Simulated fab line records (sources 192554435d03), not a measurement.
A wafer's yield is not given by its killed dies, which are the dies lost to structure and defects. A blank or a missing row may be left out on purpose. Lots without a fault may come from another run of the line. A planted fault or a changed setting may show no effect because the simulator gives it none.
8D (eight disciplines) problem report, filled in by code :: flow n5_finfet :: the parts of the form that need people (team, actions taken, sign-off) are left out

== 1. THE ISSUE ==
At N5_BEOL_M4_ETCH_70, bias_w averages 137.1 W over 6 wafers from 2 lots, while fault-free wafers read 150.0 W, standard deviation 0.48. Measured from the usual mean, that is -27 standard deviations.
The step: etches SOC in N2/H2, target depth 80 nm, overetch 24 nm, time 130 s.
First seen on wafer L168.3, day 11 10:19, on rie_diel-01. At this step, 24 wafers from 8 lots have a number in the record. The rule behind "out" and "out of limits": a value lying over 4 standard deviations away from the usual mean. The rest of the wafers with a number are treated as sound.

== 2. WHAT THIS IS AND IS NOT ==
question: which readings at this step
is: bias_w, rf_vpp_V
is not: drypump_motor_current_A, oes_product_au, showerhead_plenum_p_Torr, throttle_valve_pct

question: which lots
is: L168, L171
is not: L161, L163, L175, L177, L178, L181

question: which wafers of those lots
is: all that have a number
is not: -

question: read on which tools
is: rie_diel-01
is not: rie_diel-02, rie_diel-03

question: when
is: from day 11 10:19
is not: up to then (6 sound wafers); but 12 sound wafers of L175, L177, L178, L181 came after

== 3. SUSPECTS, AND WHAT RULES EACH OUT ==
Counting: any tool at a process step up to the reading is kept as a suspect provided that every lot that is out went through it and no sound lot did after the first of them.
- rie_diel-02 at N5_BEOL_M4_STRIP_19 (strips in O2): kept. It ran every lot that is out, first L168 (day 10 22:26), and no sound lot after that.
- rie_diel-01 at N5_BEOL_M4_ETCH_70 (etches SOC in N2/H2, target depth 80 nm, overetch 24 nm, time 130 s): kept. Every lot that is out went through it, starting with L168 (day 11 10:19), and after that it ran no sound lot; the last sound lot it ran before then is L163 (day 10 18:37). Out on those wafers are its own readings of bias_w, rf_vpp_V.
Left after counting: rie_diel-02 at N5_BEOL_M4_STRIP_19, rie_diel-01 at N5_BEOL_M4_ETCH_70.

== 4. THE CAUSE (what the simulator had put in) ==
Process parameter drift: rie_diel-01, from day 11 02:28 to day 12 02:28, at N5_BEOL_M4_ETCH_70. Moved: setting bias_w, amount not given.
This tool is one of the 2 suspects left after counting.

== 5. SEQUENCE OF EFFECTS, ordered by route ==
Rows list readings where the struck wafers' mean (over those with a number) sits beyond 3 standard deviations from the usual. Only readings for which the record gives a usual standard deviation are gone through. hours: the time from each lot's start at the first step in this table that gives one to its start at this step, as a median over the lots. sigmas: the change in usual standard deviations.
hours: 0
step: N5_BEOL_M4_ETCH_70
reading: bias_w
usual: 150.0 W
on struck wafers: 137.1
change: -12.9
sigmas: -27

hours: 0
step: N5_BEOL_M4_ETCH_70
reading: rf_vpp_V
usual: 525.6 V
on struck wafers: 496.7
change: -28.9
sigmas: -14
Here are the process steps it includes:
- N5_BEOL_M4_ETCH_70: etches SOC in N2/H2, target depth 80 nm, overetch 24 nm, time 130 s.
Later measuring or inspecting steps at which every struck wafer that the step has a row for has a number for every such reading, and none has moved that far: N5_BEOL_M4_RC_MEAS_101.

== 6. WHAT WOULD HAVE CAUGHT IT SOONER ==
In this record no reading fell out of limits until day 11 10:19, 8 hours after the fault had begun at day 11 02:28.
